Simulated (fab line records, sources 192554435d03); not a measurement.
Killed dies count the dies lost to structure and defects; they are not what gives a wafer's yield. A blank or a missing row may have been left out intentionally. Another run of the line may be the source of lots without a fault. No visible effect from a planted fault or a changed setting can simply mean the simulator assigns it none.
Split-lot study    flow n5Finfet    route with 1938 steps; 7 lots, 21 wafers read

THE SPLIT
At N5_MOL_CONTACT_COAG_ALD_27 (deposits SiOC, target thk 17 nm, pulse time 1.5 s, time 2720 s), the setting timeS was moved away from the recipe's 2720 s on 4 of the 21 wafers read, by -15.4% to +5.6%. This setting was run at the recipe's value on the other wafers.

The reading is taken at the split's own step.

THE READING
SiOC_of_MOL_CONTACT_COAG_ALD_27.thkNm (the simulator's own value, which no gauge read), in nm, at N5_MOL_CONTACT_COAG_ALD_27 (deposits SiOC, target thk 17 nm, pulse time 1.5 s, time 2720 s). The file gives no usual value for it. Here, 17 wafers ran the recipe; their average is 17.0 nm with a standard deviation of 0.083 nm.

wafer   tool, chamber at the split  timeS as run, s  against the recipe  SiOC_of_MOL_CONTACT_COAG_ALD_27.thkNm, nm  against lot-mates on the recipe
L075.3  aldSin-04, 1,1,2            2720             recipe              17                                         -
L075.5  aldSin-04, 1,1,2            2720             recipe              17                                         -
L075.6  aldSin-04, 1,1,2            2720             recipe              17                                         -
L077.2  aldSin-04, 2,0              2499             -8.1%               15.6                                       -1.4
L077.3  aldSin-04, 2,0              2499             -8.1%               15.6                                       -1.4
L077.6  aldSin-04, 1                2720             recipe              17                                         -
L079.1  aldSin-04, 2                2873             +5.6%               17.2                                       +0.3
L079.3  aldSin-04, 0                2720             recipe              17                                         -
L079.6  aldSin-04, 0                2720             recipe              16.8                                       -
L085.2  aldSin-03, 3,3,2            2720             recipe              17                                         -
L085.5  aldSin-03, 3,3,2            2720             recipe              17                                         -
L085.6  aldSin-03, 3,3,2            2720             recipe              17                                         -
L089.3  aldSin-03, 1                2720             recipe              17.2                                       -
L089.4  aldSin-03, 0,2              2720             recipe              17                                         -
L089.6  aldSin-03, 0,2              2720             recipe              17                                         -
L091.1  aldSin-04, 2                2720             recipe              17                                         -
L091.4  aldSin-04, 3                2720             recipe              16.8                                       -
L091.6  aldSin-04, 3                2301             -15.4%              14.4                                       -2.5
L096.1  aldSin-04, 1,3,2            2720             recipe              17                                         -
L096.5  aldSin-04, 1,3,2            2720             recipe              17                                         -
L096.6  aldSin-04, 1,3,2            2720             recipe              17                                         -
Where a row lists several chambers, the file gives one row for several wafers and doesn't say which wafer went through which chamber.

FIT RESULTS
A straight line over all 21 wafers: SiOC_of_MOL_CONTACT_COAG_ALD_27.thkNm changes by +0.155 nm for each +1% of timeS; r = +0.97; the points scatter about the line by 0.17 nm.
The same after taking each lot's own level away (the mean of its wafers on the recipe; 21 wafers): +0.154 nm for each +1%; r = +0.98; scatter 0.15 nm.
That fit puts the effect of the largest move of timeS on the reading at 2.4 nm.
From 16.90 to 17.07 nm: that is the span of the lots' own levels, equal to 2.0 times the standard deviation above.
Hence the lot-to-lot level has little effect on the slope; both slopes agree.
Check: with one of the wafers moved furthest among these (-15.4%) left out of the fit, the line predicts -2.3 nm for it against its lot-mates. Against them it came out at -2.5 nm.

THESE WAFERS: OTHER SPLITS
These wafers also went through other splits before the reading. Each is held against what the fit with the lots' levels taken away leaves over:
other split on the same wafers  wafers away from the commonest value  r with SiOC_of_MOL_CONTACT_COAG_ALD_27.thkNm (lot level and that fit taken away)
N5_SD_EPI_N_PRECLEAN_49 timeS   9                                     +0.00
N5_SDB_COAT_05 spinRpm          6                                     -0.09
N5_HKMG_FIN_COAT_30 spinRpm     5                                     +0.26

THE FILE'S OWN FIT
SiOC_of_MOL_CONTACT_COAG_ALD_27.thkNm changes by +0.154 nm for each +1% of timeS, r = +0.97.
